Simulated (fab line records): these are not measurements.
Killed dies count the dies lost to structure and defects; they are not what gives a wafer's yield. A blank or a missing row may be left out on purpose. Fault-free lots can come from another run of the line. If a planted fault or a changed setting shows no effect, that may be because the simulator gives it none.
Problem report, 8D (eight disciplines) form, completed by code || flow n5 finfet || the parts of the form that need people (team, actions taken, sign-off) are left out

## 1. WHAT IS WRONG
Wafers without a fault read 14, standard deviation 5.5; killed at contacts at N5_PASSIVATION_PROBE_49 reads a mean of 364 on 5 wafers belonging to 3 lots. Relative to the usual mean, that is a shift of +64 standard deviations.
First observed at day 17 02:31: wafer L725.3, on prober-02. The record has a number at this step for 6 wafers belonging to 3 lots. The rule behind "out" and "out of limits": a value lying over 4 standard deviations away from the usual mean. The other wafers with a number count as sound.

## 2. WHAT THIS IS AND IS NOT
{"question": "which readings at this step", "is": "killed at contacts, defect limited yield, killed dies, killed on rim, sort n pass, sort yield pct", "is not": "killed_at_M4_up, killed at front end, killed at other, killed open, killed short, sort_bin_5_function, sort_bin_6_memory"}
{"question": "which lots", "is": "L725, L726, L728", "is not": "-"}
{"question": "which wafers of those lots", "is": "L725.3, L725.6, L726.3, L726.6, L728.6", "is not": "L728.2"}
{"question": "read on which tools", "is": "prober-01, prober-02", "is not": "-"}
{"question": "when", "is": "from day 17 02:31", "is not": "up to then (0 sound wafers); but 1 sound wafer of L728 came after"}

## 3. WHAT RULES OUT EACH SUSPECT
Counting: any tool at a process step up to the reading remains a suspect provided it ran every lot that is out. Sound lots after the first of them don't rule it out here, since some wafers of a struck lot are sound.
- ald sin-02 at N5_MOL_CONTACT_COAG_ALD_133 (deposits SiO2, target thk 5 nm, pulse time 1 s, co reactant pulse time 1 s): kept. It ran every lot that is out, first L725 (day 8 16:37).
The count leaves ald sin-02 at N5_MOL_CONTACT_COAG_ALD_133.

## 4. THE CAUSE (what the simulator had put in)
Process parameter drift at N5_MOL_CONTACT_COAG_ALD_133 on ald sin-02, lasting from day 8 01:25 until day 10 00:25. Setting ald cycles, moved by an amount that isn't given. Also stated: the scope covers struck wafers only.
Only this tool survived the counting.

## 5. THE EFFECT CHAIN, in route order
Each row: a reading where the mean over the struck wafers with a number is more than 3 standard deviations away from the usual. Only readings for which the record gives a usual standard deviation are gone through. hours: the time from each lot's start at the first step in this table that gives one to its start at this step, as a median over the lots. sigmas: the change in usual standard deviations.
{"hours": 0, "step": "N5_PASSIVATION_PROBE_49", "reading": "defect limited yield", "usual": "91.2 %", "on struck wafers": 61.7, "change": -29.5, "sigmas": -20}
{"hours": 0, "step": "N5_PASSIVATION_PROBE_49", "reading": "killed at contacts", "usual": 14, "on struck wafers": 364, "change": "+350", "sigmas": "+64"}
{"hours": 0, "step": "N5_PASSIVATION_PROBE_49", "reading": "killed dies", "usual": 104, "on struck wafers": 452, "change": "+348", "sigmas": "+20"}
{"hours": 0, "step": "N5_PASSIVATION_PROBE_49", "reading": "killed on rim", "usual": 14, "on struck wafers": 60, "change": "+46", "sigmas": "+11"}
{"hours": 0, "step": "N5_PASSIVATION_PROBE_49", "reading": "sort n pass", "usual": 1076, "on struck wafers": 728, "change": -348, "sigmas": -20}
{"hours": 0, "step": "N5_PASSIVATION_PROBE_49", "reading": "sort yield pct", "usual": "91.2 %", "on struck wafers": 61.7, "change": -29.5, "sigmas": -20}
Here are the process steps it includes:
- N5_PASSIVATION_PROBE_49

## 6. WHAT WOULD HAVE CAUGHT IT SOONER
The fault began at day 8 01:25; the first out-of-limits reading in this record came at day 17 02:31, 217 hours later.
Tool readings at N5_MOL_CONTACT_COAG_ALD_133 with a usual standard deviation given in the record: none out on any struck wafer, hence no alarm at a limit of 4 standard deviations on them.
By day 17 02:31, every lot that is out (3) had started N5_MOL_CONTACT_COAG_ALD_133 on ald sin-02. Tool hold at that time: it would have spared none of them.
